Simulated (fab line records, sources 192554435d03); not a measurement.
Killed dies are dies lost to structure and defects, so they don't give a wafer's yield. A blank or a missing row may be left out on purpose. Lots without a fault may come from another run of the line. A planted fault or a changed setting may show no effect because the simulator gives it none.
A struck lot beside a sound one | flow n5_finfet | 39 steps out of a route of 1938
Sound: wafers L533.2, L533.4, L533.6. Struck: wafers L540.3, L540.4, L540.5. The cause comes at the end.
At each step with rows: each side's tool, then ch and its chambers, then its first start. Under that, the readings that differ: sound wafers | struck wafers | difference of the means | sigmas: that difference in standard deviations of wafers without a fault.
alike: readings whose means differ by less than 2 such deviations, and words and numbers that are the same on both sides. not compared: withheld readings, readings that some wafer has no value for, bounds like >300 that may hide the same value, and numbers for which the record gives no deviation and whose values overlap.
The two part at a step that has a row with sigmas, a row that says differs or no value, or rows on one side only. Numbers that don't overlap but have no deviation are shown without sigmas and don't part them. A reading that every wafer of one side lacks parts them only if that side has two wafers or more.

first, 9 steps without rows for these wafers: N5_BEOL_M4_ANNEAL_95 (time 240 s); N5_BEOL_M4_SPUTTER_96 (material Cu, target thk 4.5 nm, time 8.29 s); N5_BEOL_M4_ECD_50 (material Cu, target thk 300 nm); N5_BEOL_M4_ANNEAL_51 (time 90 s); N5_BEOL_M4_CMP_52 (polishes, stops on SiOC, t overpolish 6.8 s, target thk 40 nm); N5_BEOL_M4_PRE_CLEAN_60 (time 15 s); N5_BEOL_M4_CO_CAP_55 (material Co, precursor CCTBA/H2, target thk 2 nm, time 102.1 s); N5_BEOL_M4_PRE_CLEAN_56 (time 15 s); N5_BEOL_M4_DEP_57 (deposits SiCN from 3MS/NH3, target thk 8 nm, time 14 s).
N5_BEOL_M4_RC_MEAS_101:
  sound on prober-01 ch 0, day 9 21:11; struck on prober-01 ch 0, day 11 19:58
  reading       | sound          | struck         | difference | sigmas
  DIBL_P (mV/V) | 32.8 32.3 34.9 | 35.2 37.3 37.8 | +3.4       | +2
  alike: DIBL_N, IOFF_N, IOFF_P, ION_N, ION_P, SS_N, SS_P, VT_N, VT_P
then, 24 steps without rows for these wafers: N5_BEOL_M5_ILD_DEP_00 (deposits SiCOH lowk from DEMS/porogen, target thk 140.64 nm, time 25.9 s); N5_BEOL_M5_CURE_79 (cures SiCOH lowk, time 240 s); N5_BEOL_M5_PECVD_70 (deposits SiO2 from TEOS/O2, target thk 16 nm, time 18 s); N5_BEOL_M5_HM_DEP_02 (deposits TiN, target thk 20 nm); N5_BEOL_M5_COAT_59 (time 60 s, resist thk 60 nm); N5_BEOL_M5_COAT_60 (time 60 s, resist thk 12 nm); N5_BEOL_M5_COAT_71 (time 60 s, resist thk 5 nm); N5_BEOL_M5_COAT_05 (resist thk 30 nm); N5_BEOL_M5_EBR_07; N5_BEOL_M5_SOFTBAKE_06 (time 60 s); N5_BEOL_M5_EXPOSE_08 (exposes mask M5, target cd 28 nm); N5_BEOL_M5_PEB_09 (peb time 60 s); N5_BEOL_M5_DEVELOP_10 (develop time 30 s); N5_BEOL_M5_DESCUM_16 (chemistry O2, time 7 s); N5_BEOL_M5_ETCH_72 (etches underlayer in N2/H2, target depth 6.5 nm, time 5.2 s); N5_BEOL_M5_ETCH_61 (etches SiARC in CF4, target depth 15.6 nm, time 26 s); N5_BEOL_M5_ETCH_62 (etches SOC in N2/H2, target depth 75 nm, overetch 15 nm, time 112.5 s); N5_BEOL_M5_STRIP_63 (strips in N2/H2); N5_BEOL_M5_STRIP_73 (strips in N2/H2); N5_BEOL_M5_STRIP_64 (strips in CF4); N5_BEOL_M5_HM_OPEN_17 (chemistry Cl2/BCl3, target TiN, target depth 20 nm, overetch 6 nm); N5_BEOL_M5_STRIP_19 (strips in O2); N5_BEOL_M5_COAT_65 (time 60 s, resist thk 60 nm); N5_BEOL_M5_COAT_66 (time 60 s, resist thk 12 nm).
N5_BEOL_M5_CMP_52: polishes, stops on SiCOH lowk, t overpolish 6.9 s, target thk 62 nm.
  sound on cmp-03 ch 1,2,3, day 10 10:05; struck on cmp-04 ch 0,1,3, day 12 06:36
  no value came back on the struck wafers for any of 5 readings (barrier_field_endpoint_s (s), clearing_platen_down_force_psi (psi) and others); on the sound wafers barrier_field_endpoint_s (s) reads 25.8 25.9 25.1
  reading                                            | sound             | struck            | difference | sigmas
  model.Cu_of_BEOL_M5_ECD_50.thk_nm (nm)             | 61.2 62.8 60.6    | 299 295.2 294.8   | +235       |
  model.SiO2_of_BEOL_M5_PECVD_70.thk_nm (nm)         | 0 0 0             | 15.8 15.8 15.8    | +15.8      |
  model.SiCOH_lowk_of_BEOL_M5_ILD_DEP_00.thk_nm (nm) | 117.8 119.4 119.2 | 121.8 125.6 123.8 | +4.9       |
N5_BEOL_M5_THK_MEAS_53: measures by xrf.
  sound on film_metro-01, day 10 10:23; struck on film_metro-02, day 12 06:49
  reading     | sound          | struck            | difference | sigmas
  M5_THK (nm) | 60.9 62.5 59.8 | 289.0 286.1 284.2 | +225.4     | +99 or more
N5_BEOL_M5_RS_MEAS_57: measures by four-point-probe.
  sound on film_metro-01, day 10 10:43; struck on film_metro-02, day 12 07:13
  reading        | sound             | struck            | difference | sigmas
  M5_RS (ohm/sq) | 0.393 0.382 0.398 | 0.054 0.055 0.055 | -0.336     | -38
N5_BEOL_M5_INSPECT_58: inspects for defects (darkfield).
  sound on defect_inspect-01, day 10 10:44; struck on defect_inspect-02, day 12 07:14
  reading          | sound     | struck         | difference | sigmas
  raw_defect_count | 98 89 106 | 2006 1970 1971 | +1885      | +70
-- the record jumps here: 4 days lie between the struck wafers' starts before and after (it left off in module BEOL_M5 and takes up again in module PASSIVATION, whose first step shown is number 1936 of the route) --
N5_PASSIVATION_PROBE_49:
  sound on prober-02, day 14 03:28; struck on prober-01, day 15 23:45
  reading                  | sound          | struck         | difference | sigmas
  defect_limited_yield (%) | 90.5 94.4 92.1 | 0 0 0          | -92        | -66
  killed_at_M4_up          | 18 11 27       | 1094 1078 1106 | +1074      | +99 or more
  killed_dies              | 112 66 93      | 1180 1180 1180 | +1090      | +68
  killed_on_rim            | 14 13 9        | 152 152 152    | +140       | +35
  sort_n_pass              | 1068 1114 1087 | 0 0 0          | -1090      | -68
  sort_yield_pct (%)       | 90.5 94.4 92.1 | 0 0 0          | -92        | -66
  alike: killed_at_M0_to_M3, killed_at_contacts, killed_at_front_end, killed_at_other, killed_open, killed_short, sort_bin_5_function, sort_bin_6_memory

WHERE THEY PART
First at N5_BEOL_M4_RC_MEAS_101; last, within this record, at N5_PASSIVATION_PROBE_49.

WHY: what the simulator had put in
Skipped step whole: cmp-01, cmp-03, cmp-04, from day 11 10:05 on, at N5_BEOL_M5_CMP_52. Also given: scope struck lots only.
